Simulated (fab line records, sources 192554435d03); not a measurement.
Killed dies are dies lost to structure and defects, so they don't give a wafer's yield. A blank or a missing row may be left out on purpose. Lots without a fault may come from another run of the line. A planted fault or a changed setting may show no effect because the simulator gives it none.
fab line records | flow n5_finfet
record lots=7 wafers=21
route steps=1938 shown MOL_CONTACT_COAG@593 BEOL_M0_SAQP@646 BEOL_M1@751 BEOL_M2@844 BEOL_M3@972
start_h: hours from the record's first day to the start of the lot's first wafer shown | wait_h: hours since the lot's step before | " the same as in the row above | L1.1+2: a row that stands for several wafers | - no value, or no start given | * or withheld: withheld | < > ~ a bound
route shown NAME@n: a module of which the file shows steps, and the number in the route of the first | usual: mean/standard deviation of fault-free wafers | same: alike in all rows | chamber/n: place in a boat | sites: the reading at each site | _std_site: their standard deviation | _edge_site: outer sites' mean less inner sites' | radius_mm: how far each site lies from the wafer's centre | mask NAME#n: copy n | behind: the tool/chamber that last shaped the wafer | hold: why the lot was held/for how many hours/how that ended | device: the transistor (n, p or np) that didn't switch | end of line: the same wafers' tests at the end of the route | a step without rows: its recipe alone | killed: dies lost to structure and defects at the first sort, not the wafer's yield | map: a wafer's dies, x killed, . not, _ none there
set.NAME: the setting as run; set.NAME@STEP: as run at that earlier step | model.NAME: the simulator's own value behind a step, which no gauge read
lots whose settings were changed on purpose; a table a step, a row a wafer
## steps
# step N5_MOL_CONTACT_COAG_COAT_62
# recipe resist=SOC temp_c=250 time_s=60 spin_rpm=1500 resist_thk_nm=60
# columns lot.wafer tool chamber start_h wait_h set.spin_rpm model.SOC_of_MOL_CONTACT_COAG_COAT_62.thk_nm
L074.2+5 litho_track-01 0 98.41 0.0 1500 60
L074.3 " 0 " " 1500 60.2
L078.3 litho_track-03 0 122.44 0.0 1500 60
L078.5 " 0 " " 1500 60.2
L078.6 " 0 " " 1348 63.6
L082.3+6 litho_track-01 0 144.48 0.0 1642 57.4
L082.5 " 0 " " 1500 59.8
L085.1 litho_track-03 0 168.50 0.0 1500 60
L085.2+6 " 0 " " 1500 60.2
L090.2+4 litho_track-05 0 197.85 0.0 1500 60
L090.5 " 0 " " 1500 60.4
L091.2+5 litho_track-03 0 212.65 0.0 1500 59.8
L091.3 " 0 " " 1500 60
L094.3+5 litho_track-01 0 219.40 0.0 1500 59.6
L094.4 " 0 " " 1500 59.8
# step N5_MOL_CONTACT_COAG_COAT_63
# recipe resist=SiARC temp_c=220 time_s=60 spin_rpm=1500 resist_thk_nm=10
# step N5_MOL_CONTACT_COAG_COAT_64
# recipe resist=underlayer temp_c=205 time_s=60 spin_rpm=1500 resist_thk_nm=10
# step N5_MOL_CONTACT_COAG_ALD_133
# recipe material=SiO2 target_thk_a=50 temp_c=100 ald_precursor_family=BDEAS ald_co_reactant=O2-plasma pulse_time_s=1 co_reactant_pulse_time_s=1 purge_time_s=2 co_reactant_purge_time_s=2 ald_cycles=35 pressure_torr=2
# step N5_MOL_CONTACT_COAG_ETCHBACK_134
# recipe chemistry=CHF3 target=SiO2 target_depth_a=100 time_s=6.7 ion_energy_ev=200 pressure_mtorr=30 source_w=610 bias_w=170 Ar_flow_sccm=200 CHF3_flow_sccm=50
# step N5_MOL_CONTACT_COAG_ETCH_67
# recipe chemistry=N2/H2 target=SOC target_depth_a=600 overetch_a=210 mask_material=SiARC temp_c=40 time_s=101.2 ion_energy_ev=200 pressure_mtorr=30 source_w=840 bias_w=150 n2_flow_sccm=200 h2_flow_sccm=200
# columns lot.wafer tool chamber start_h wait_h set.spin_rpm@MOL_CONTACT_COAG_COAT_62 model.etch.depth_nm
L074.2 rie_diel-04 1 99.16 0.0 1500 60.02
L074.3 " 2 " " 1500 60.16
L074.5 " 2 " " 1500 60.05
L078.3 rie_diel-03 3 123.56 0.0 1500 60
L078.5 " 0 " " 1500 60.13
L078.6 " 1 " " 1348 63.52
L082.3 rie_diel-03 2 145.23 0.0 1642 57.31
L082.5 " 3 " " 1500 59.85
L082.6 " 0 " " 1642 57.33
L085.1 rie_diel-03 3 169.38 0.0 1500 60.09
L085.2 " 1 " " 1500 60.2
L085.6 " 3 " " 1500 60.18
L090.2 rie_diel-01 3 198.75 0.0 1500 60.01
L090.4 " 0 " " 1500 60.04
L090.5 " 1 " " 1500 60.32
L091.2 rie_diel-01 0 213.53 0.0 1500 59.84
L091.3 " 1 " " 1500 59.99
L091.5 " 0 " " 1500 59.89
L094.3 rie_diel-04 0 220.15 0.0 1500 59.53
L094.4 " 3 " " 1500 59.75
L094.5 " 3 " " 1500 59.62
# step N5_MOL_CONTACT_COAG_STRIP_68
# recipe chemistry=N2/H2 temp_c=40 n2_flow_sccm=200 h2_flow_sccm=200 rf_frequency_hz=6e+07
# step N5_MOL_CONTACT_COAG_STRIP_69
# recipe chemistry=N2/H2 temp_c=40 n2_flow_sccm=200 h2_flow_sccm=200 rf_frequency_hz=6e+07
# step N5_MOL_CONTACT_COAG_ETCHBACK_136
# recipe chemistry=CHF3 target=SiO2 target_depth_a=250 time_s=16.7 ion_energy_ev=200 pressure_mtorr=30 source_w=610 bias_w=170 Ar_flow_sccm=200 CHF3_flow_sccm=50
# step N5_MOL_CONTACT_COAG_STRIP_120
# recipe chemistry=CHF3 resist=SiARC rf_frequency_hz=6e+07
# step N5_MOL_CONTACT_COAG_VIA_ETCH_117
# recipe chemistry=C4F6/O2 target_depth_a=400 overetch_a=80 mask_material=SOC target=SiO2 bias_w=455 pressure_mtorr=10 time_s=26 source_w=325 Ar_flow_sccm=300 C4F6_flow_sccm=10 O2_flow_sccm=10 ion_energy_ev=575.3 ends=end_point
# columns lot.wafer tool chamber start_h wait_h set.spin_rpm@MOL_CONTACT_COAG_COAT_62 model.SOC_of_MOL_CONTACT_COAG_COAT_62.thk_nm
L074.2+5 rie_diel-04 1,2 99.28 0.0 1500 51.6
L074.3 " 2 " " 1500 51.8
L078.3 rie_diel-03 3 123.68 0.0 1500 51.4
L078.5 " 0 " " 1500 51.8
L078.6 " 1 " " 1348 55
L082.3 rie_diel-03 2 145.35 0.0 1642 48.6
L082.5 " 3 " " 1500 51.4
L082.6 " 0 " " 1642 49
L085.1+6 rie_diel-03 3 169.50 0.0 1500 51.6
L085.2 " 1 " " 1500 51.4
L090.2 rie_diel-01 3 198.88 0.0 1500 51.4
L090.4 " 0 " " 1500 51.6
L090.5 " 1 " " 1500 51.8
L091.2+3+5 rie_diel-01 0,1,0 213.65 0.0 1500 51.4
L094.3 rie_diel-04 0 220.28 0.0 1500 51
L094.4 " 3 " " 1500 51.4
L094.5 " 3 " " 1500 51.2
# step N5_MOL_CONTACT_COAG_ETCH_124
# recipe chemistry=CH3F/O2 target=SiNx target_depth_a=65 mask_material=SOC stop_on=SiOC over_etch_frac=0.3 ion_energy_ev=120 pressure_mtorr=30 source_w=395 bias_w=73 Ar_flow_sccm=150 CH3F_flow_sccm=30 O2_flow_sccm=20 ends=end_point
# columns lot.wafer tool chamber start_h wait_h set.spin_rpm@MOL_CONTACT_COAG_COAT_62 model.SOC_of_MOL_CONTACT_COAG_COAT_62.thk_nm
L074.2+5 rie_diel-04 1,2 99.31 0.0 1500 48.6
L074.3 " 2 " " 1500 48.8
L078.3 rie_diel-03 3 123.71 0.0 1500 48.4
L078.5 " 0 " " 1500 48.8
L078.6 " 1 " " 1348 51.8
L082.3 rie_diel-03 2 145.38 0.0 1642 45.6
L082.5 " 3 " " 1500 48.2
L082.6 " 0 " " 1642 45.8
L085.1+2 rie_diel-03 3,1 169.53 0.0 1500 48.4
L085.6 " 3 " " 1500 48.6
L090.2 rie_diel-01 3 198.90 0.0 1500 48.2
L090.4 " 0 " " 1500 48.6
L090.5 " 1 " " 1500 48.8
L091.2+3+5 rie_diel-01 0,1,0 213.68 0.0 1500 48.4
L094.3 rie_diel-04 0 220.31 0.0 1500 47.8
L094.4 " 3 " " 1500 48.4
L094.5 " 3 " " 1500 48.2
# step N5_BEOL_M0_SAQP_EXPOSE_11
# recipe mask_id=M0_CORE na=1.35 source_shape=dipole sigma_inner=0.538 sigma_outer=0.738 polarization=te target_cd_nm=42 dose_mj=55
# columns lot.wafer tool chamber start_h wait_h mask set.dose_mj
L074.2+3+5 arfi_scanner-01 0 105.72 - M0_CORE#0 55
L078.3 arfi_scanner-02 0 129.71 - M0_CORE#0 56.76
L078.5+6 " 0 " " M0_CORE#0 55
L082.3+5+6 arfi_scanner-03 0 153.65 - M0_CORE#0 55
L085.1 arfi_scanner-03 0 175.18 - M0_CORE#0 55
L085.2+6 " 0 " " M0_CORE#0 57.05
L090.2+4 arfi_scanner-01 0 207.83 - M0_CORE#0 55
L090.5 " 0 " " M0_CORE#0 51.49
L091.2+5 arfi_scanner-01 0 219.96 - M0_CORE#0 55
L091.3 " 0 " " M0_CORE#0 52.33
L094.3+4+5 arfi_scanner-03 0 226.54 - M0_CORE#0 55
# step N5_BEOL_M0_SAQP_PEB_12
# recipe peb_temp_c=withheld peb_time_s=60 resist=CAR-ArF
# step N5_BEOL_M0_SAQP_DEVELOP_13
# recipe develop_time_s=30 developer=TMAH resist=CAR-ArF dev_temp_c=23 rinse_liquid=diw dry=air_spin
# step N5_BEOL_M0_SAQP_CD_MEAS_14
# recipe target_cd_nm=42.5 landing_energy_ev=500 detector=se_inlens
# usual cd_nm=42.47/0.29
# columns lot.wafer tool chamber start_h wait_h set.dose_mj@BEOL_M0_SAQP_EXPOSE_11 cd_nm
L074.2 cd_sem-01 0 105.84 - 55 42.79
L074.3 " 0 " " 55 42.93
L074.5 " 0 " " 55 43.08
L078.3 cd_sem-02 0 129.82 - 56.76 41.57
L078.5 " 0 " " 55 42.74
L078.6 " 0 " " 55 42.40
L082.3 cd_sem-01 0 153.76 - 55 42.95
L082.5 " 0 " " 55 42.39
L082.6 " 0 " " 55 42.88
L085.1 cd_sem-03 0 175.30 - 55 42.95
L085.2 " 0 " " 57.05 41.59
L085.6 " 0 " " 57.05 41.53
L090.2 cd_sem-01 0 207.96 - 55 42.39
L090.4 " 0 " " 55 41.93
L090.5 " 0 " " 51.49 44.68
L091.2 cd_sem-03 0 220.08 - 55 42.65
L091.3 " 0 " " 52.33 44.03
L091.5 " 0 " " 55 42.33
L094.3 cd_sem-02 0 226.65 - 55 41.84
L094.4 " 0 " " 55 42.35
L094.5 " 0 " " 55 42.56
# step N5_BEOL_M1_ILD_DEP_00
# recipe material=SiOC target_thk_a=790 temp_c=350 precursor=DEMS/O2 pressure_torr=5 rf_w=500 time_s=15.3
# columns lot.wafer tool chamber start_h wait_h set.time_s model.SiOC_of_BEOL_M1_ILD_DEP_00.thk_nm
L074.2 pecvd-04 2 119.50 0.0 15.3 77.8
L074.3 " 0 " " 15.3 77
L074.5 " 0 " " 15.3 79
L078.3 pecvd-01 2 142.61 0.1 16.1 82.6
L078.5 " 2 " " 15.3 78.8
L078.6 " 0 " " 15.3 78.6
L082.3 pecvd-04 0 169.19 0.0 15.3 79.4
L082.5 " 1 " " 15.3 80
L082.6 " 2 " " 15.3 79.6
L085.1 pecvd-01 1 186.77 0.0 15.3 78.6
L085.2 " 2 " " 16.93 87.6
L085.6 " 2 " " 15.3 80.4
L090.2 pecvd-01 1 223.80 0.0 16.71 84.2
L090.4+5 " 1,0 " " 15.3 78.8
L091.2 pecvd-01 2 231.85 0.0 15.3 79
L091.3 " 1 " " 15.3 78.2
L091.5 " 0 " " 15.3 79.8
L094.3 pecvd-01 0 240.76 0.0 15.3 77.6
L094.4 " 1 " " 15.3 78.2
L094.5 " 0 " " 15.3 80.2
# step N5_BEOL_M1_THK_MEAS_01
# recipe reads=SiOC_of_BEOL_M1_ILD_DEP_00
# usual M1_ILD_THK=78.9/0.89
# columns lot.wafer tool chamber start_h wait_h set.time_s@BEOL_M1_ILD_DEP_00 M1_ILD_THK[nm]
L074.2 film_metro-02 - 119.57 0.1 15.3 77.9
L074.3 " - " " 15.3 77.1
L074.5 " - " " 15.3 79.0
L078.3 film_metro-01 - 142.68 0.1 16.1 82.6
L078.5 " - " " 15.3 78.7
L078.6 " - " " 15.3 78.7
L082.3 film_metro-02 - 169.25 0.1 15.3 79.4
L082.5 " - " " 15.3 80.1
L082.6 " - " " 15.3 79.5
L085.1 film_metro-02 - 186.84 0.0 15.3 78.6
L085.2 " - " " 16.93 87.6
L085.6 " - " " 15.3 80.4
L090.2 film_metro-02 - 223.86 0.1 16.71 84.2
L090.4 " - " " 15.3 78.7
L090.5 " - " " 15.3 78.8
L091.2 film_metro-02 - 231.91 0.1 15.3 79.0
L091.3 " - " " 15.3 78.1
L091.5 " - " " 15.3 79.8
L094.3 film_metro-01 - 240.83 0.1 15.3 77.7
L094.4 " - " " 15.3 78.2
L094.5 " - " " 15.3 80.2
# step N5_BEOL_M1_PECVD_72
# recipe material=SiO2 target_thk_a=160 temp_c=400 precursor=TEOS/O2 pressure_torr=5.5 rf_w=450 teos_flow_sccm=53.8 gas=O2 flow_sccm=3000 time_s=18
# columns lot.wafer tool chamber start_h wait_h set.time_s model.SiO2_of_BEOL_M1_PECVD_72.thk_nm
L074.2 pecvd-02 0 119.60 0.0 18 16
L074.3 " 2 " " 16.35 14.6
L074.5 " 1 " " 18 16.4
L078.3+5 pecvd-01 2 142.73 0.1 15.74 14.4
L078.6 " 0 " " 18 16.2
L082.3 pecvd-01 2 169.31 0.1 18 16.2
L082.5+6 " 1,2 " " 18 16
L085.1 pecvd-04 2 186.88 0.0 20.07 17.6
L085.2 " 1 " " 18 15.8
L085.6 " 0 " " 18 16.2
L090.2 pecvd-01 0 223.94 0.1 18 15.8
L090.4 " 1 " " 15.32 13.8
L090.5 " 0 " " 18 16
L091.2 pecvd-01 1 231.95 0.0 18 16.2
L091.3 " 2 " " 20.43 18.4
L091.5 " 2 " " 18 16.4
L094.3+5 pecvd-04 2,1 240.86 0.0 18 15.8
L094.4 " 0 " " 18 16
# step N5_BEOL_M2_HM_DEP_02
# recipe material=TiN target_thk_a=200 temp_c=25 chamber_pressure_pa=0.49996
# columns lot.wafer tool chamber start_h wait_h set.target_thk_a model.TiN_of_BEOL_M2_HM_DEP_02.thk_nm
L074.2+5 pvd_sputter-01 - 146.31 0.3 212.7 21.2
L074.3 " - " " 200 20
L078.3+5 pvd_sputter-02 - 157.76 0.5 200 20.2
L078.6 " - " " 200 20
L082.3+5 pvd_sputter-02 - 192.30 2.3 200 20
L082.6 " - " " 200 19.8
L085.1+2 pvd_sputter-02 - 201.14 0.6 225.3 22.4
L085.6 " - " " 200 20
L090.2+5 pvd_sputter-01 - 235.88 2.7 200 19.8
L090.4 " - " " 200 20
L091.2+3 pvd_sputter-01 - 247.23 0.3 200 20
L091.5 " - " " 200 20.2
L094.3+4 pvd_sputter-01 - 253.84 0.0 200 20.4
L094.5 " - " " 200 20.2
# step N5_BEOL_M2_COAT_62
# recipe resist=SiARC temp_c=220 time_s=60 spin_rpm=1500 resist_thk_nm=12
# columns lot.wafer tool chamber start_h wait_h set.spin_rpm model.SiARC_of_BEOL_M2_COAT_62.thk_nm
L074.2+3+5 litho_track-03 0 - - 1500 12
L078.3 litho_track-02 0 - - 1663 11.4
L078.5+6 " 0 " " 1500 12
L082.3 litho_track-04 0 - - 1500 12
L082.5+6 " 0 " " 1624 11.6
L085.1+2 litho_track-04 0 - - 1614 11.6
L085.6 " 0 " " 1500 12
L090.2+4+5 litho_track-02 0 - - 1500 12
L091.2+3 litho_track-04 0 - - 1438 12.2
L091.5 " 0 " " 1500 12
L094.3+4+5 litho_track-04 0 - - 1500 12
# step N5_BEOL_M2_COAT_73
# recipe resist=underlayer temp_c=205 time_s=60 spin_rpm=1500 resist_thk_nm=5
# step N5_BEOL_M2_COAT_05
# recipe resist=CAR-EUV spin_rpm=1500 resist_thk_nm=30
# step N5_BEOL_M2_DESCUM_16
# recipe chemistry=O2 time_s=7 source_power_w=50 bias_power_w=20 pressure_mtorr=20 rf_frequency_hz=2.712e+07 temp_c=40 resist=CAR-EUV o2_flow_sccm=225
# step N5_BEOL_M2_ETCH_74
# recipe chemistry=N2/H2 target=underlayer target_depth_a=65 mask_material=CAR-EUV time_s=5.2 ion_energy_ev=200 pressure_mtorr=30 source_w=840 bias_w=150 n2_flow_sccm=200 h2_flow_sccm=200 ends=cleared
# step N5_BEOL_M2_ETCH_63
# recipe chemistry=CF4 target=SiARC target_depth_a=156 mask_material=CAR-EUV time_s=26 ion_energy_ev=80 pressure_mtorr=40 source_w=545 bias_w=36 Ar_flow_sccm=100 cf4_flow_sccm=100 ends=cleared
# columns lot.wafer tool chamber start_h wait_h set.spin_rpm@BEOL_M2_COAT_62 model.etch.depth_nm
L074.2 rie_diel-01 3 146.91 0.0 1500 12.05
L074.3 " 1 " " 1500 12.07
L074.5 " 1 " " 1500 12.04
L078.3 rie_diel-03 3 158.56 0.0 1663 11.42
L078.5 " 2 " " 1500 12.01
L078.6 " 0 " " 1500 12.02
L082.3 rie_diel-01 1 193.02 0.0 1500 12.05
L082.5 " 2 " " 1624 11.59
L082.6 " 1 " " 1624 11.55
L085.1 rie_diel-01 1 201.71 0.0 1614 11.55
L085.2 " 0 " " 1614 11.51
L085.6 " 1 " " 1500 11.95
L090.2 rie_diel-03 1 236.45 0.0 1500 12.04
L090.4 " 0 " " 1500 12.01
L090.5 " 1 " " 1500 12.02
L091.2 rie_diel-01 3 249.26 0.0 1438 12.27
L091.3 " 2 " " 1438 12.28
L091.5 " 2 " " 1500 12.01
L094.3+4 rie_diel-04 2,3 255.32 0.0 1500 12
L094.5 " 0 " " 1500 12.03
# step N5_BEOL_M2_ETCH_64
# recipe chemistry=N2/H2 target=SOC target_depth_a=750 overetch_a=225 mask_material=SiARC temp_c=40 time_s=121.9 ion_energy_ev=200 pressure_mtorr=30 source_w=840 bias_w=150 n2_flow_sccm=200 h2_flow_sccm=200
# step N5_BEOL_M2_STRIP_65
# recipe chemistry=N2/H2 temp_c=40 n2_flow_sccm=200 h2_flow_sccm=200 rf_frequency_hz=6e+07
# step N5_BEOL_M2_STRIP_75
# recipe chemistry=N2/H2 temp_c=40 n2_flow_sccm=200 h2_flow_sccm=200 rf_frequency_hz=6e+07
# step N5_BEOL_M2_STRIP_66
# recipe chemistry=CF4 resist=SiARC power_w=300 bias_power_w=75 pressure_mtorr=50 cf4_flow_sccm=150 rf_frequency_hz=6e+07
# step N5_BEOL_M2_HM_OPEN_17
# recipe chemistry=Cl2/BCl3 target_depth_a=200 overetch_a=60 target=TiN mask_material=SOC ion_energy_ev=150 pressure_mtorr=10 icp_w=1000 bias_w=126 Cl2_flow_sccm=53.25 bcl3_flow_sccm=21.75 Ar_flow_sccm=25
# columns lot.wafer tool chamber start_h wait_h set.target_thk_a@BEOL_M2_HM_DEP_02 model.etch.depth_nm
L074.2 rie_metal-01 0 147.11 0.0 212.7 21.27
L074.3 " 0 " " 200 20.01
L074.5 " 1 " " 212.7 21.3
L078.3 rie_metal-02 0 158.83 0.1 200 20.14
L078.5 " 0 " " 200 20.17
L078.6 " 0 " " 200 20
L082.3 rie_metal-02 0 193.25 0.1 200 19.95
L082.5 " 0 " " 200 20.07
L082.6 " 1 " " 200 19.8
L085.1 rie_metal-03 1 201.92 0.0 225.3 22.43
L085.2 " 0 " " 225.3 22.46
L085.6 " 1 " " 200 19.92
L090.2 rie_metal-01 1 236.65 0.0 200 19.7
L090.4 " 1 " " 200 19.94
L090.5 " 1 " " 200 19.86
L091.2 rie_metal-01 1 249.46 0.0 200 20
L091.3 " 0 " " 200 19.96
L091.5 " 1 " " 200 20.13
L094.3 rie_metal-02 0 255.55 0.1 200 20.41
L094.4 " 1 " " 200 20.33
L094.5 " 0 " " 200 20.29
# step N5_BEOL_M3_ALD_98
# recipe material=SiO2 target_thk_a=25 temp_c=100 ald_precursor_family=BDEAS ald_co_reactant=O2-plasma pulse_time_s=1 co_reactant_pulse_time_s=1 purge_time_s=2 co_reactant_purge_time_s=2 ald_cycles=17 pressure_torr=2
# columns lot.wafer tool chamber start_h wait_h set.ald_cycles model.SiO2_of_BEOL_M3_ALD_98.thk_nm
L074.2+3+5 ald_sin-01 2,3,0 162.45 0.1 17 2.6
L078.3+6 ald_sin-03 3,1 176.01 0.1 17 2.6
L078.5 " 0 " " 15 2.2
L082.3+5 ald_sin-01 1,2 209.27 0.7 17 2.4
L082.6 " 3 " " 20 3
L085.1+2+6 ald_sin-01 3,0,0 232.44 0.1 17 2.6
L090.2+5 ald_sin-01 3 245.29 0.2 17 2.4
L090.4 " 2 " " 17 2.6
L091.2 ald_sin-01 0 263.13 0.1 17 2.6
L091.3 " 2 " " 16 2.4
L091.5 " 1 " " 17 2.4
L094.3 ald_sin-02 0 269.60 0.1 17 2.6
L094.4+5 " 1 " " 17 2.4
## key
split step=N5_MOL_CONTACT_COAG_COAT_62 setting=spin_rpm stated=1500 by=wafer
response step=N5_MOL_CONTACT_COAG_COAT_62 reading=model.SOC_of_MOL_CONTACT_COAG_COAT_62.thk_nm change=-0.303 per=1% r=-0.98
response step=N5_MOL_CONTACT_COAG_ETCH_67 reading=model.etch.depth_nm change=-0.307 per=1% r=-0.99
response step=N5_MOL_CONTACT_COAG_VIA_ETCH_117 reading=model.SOC_of_MOL_CONTACT_COAG_COAT_62.thk_nm change=-0.307 per=1% r=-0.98
response step=N5_MOL_CONTACT_COAG_ETCH_124 reading=model.SOC_of_MOL_CONTACT_COAG_COAT_62.thk_nm change=-0.292 per=1% r=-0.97
split step=N5_BEOL_M0_SAQP_EXPOSE_11 setting=dose_mj stated=55 by=wafer
response step=N5_BEOL_M0_SAQP_CD_MEAS_14 reading=cd_nm change=-0.362 per=1% r=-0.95
split step=N5_BEOL_M1_ILD_DEP_00 setting=time_s stated=15.3 by=wafer
response step=N5_BEOL_M1_ILD_DEP_00 reading=model.SiOC_of_BEOL_M1_ILD_DEP_00.thk_nm change=+0.693 per=1% r=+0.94
response step=N5_BEOL_M1_THK_MEAS_01 reading=M1_ILD_THK change=+0.696 per=1% r=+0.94
split step=N5_BEOL_M1_PECVD_72 setting=time_s stated=18 by=wafer
response step=N5_BEOL_M1_PECVD_72 reading=model.SiO2_of_BEOL_M1_PECVD_72.thk_nm change=+0.148 per=1% r=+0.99
split step=N5_BEOL_M2_HM_DEP_02 setting=target_thk_a stated=200 by=wafer
response step=N5_BEOL_M2_HM_DEP_02 reading=model.TiN_of_BEOL_M2_HM_DEP_02.thk_nm change=+0.19 per=1% r=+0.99
response step=N5_BEOL_M2_HM_OPEN_17 reading=model.etch.depth_nm change=+0.2 per=1% r=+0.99
split step=N5_BEOL_M2_COAT_62 setting=spin_rpm stated=1500 by=wafer
response step=N5_BEOL_M2_COAT_62 reading=model.SiARC_of_BEOL_M2_COAT_62.thk_nm change=-0.0524 per=1% r=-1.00
response step=N5_BEOL_M2_ETCH_63 reading=model.etch.depth_nm change=-0.0566 per=1% r=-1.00
split step=N5_BEOL_M3_ALD_98 setting=ald_cycles stated=17 by=wafer
response step=N5_BEOL_M3_ALD_98 reading=model.SiO2_of_BEOL_M3_ALD_98.thk_nm change=+0.0328 per=1% r=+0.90
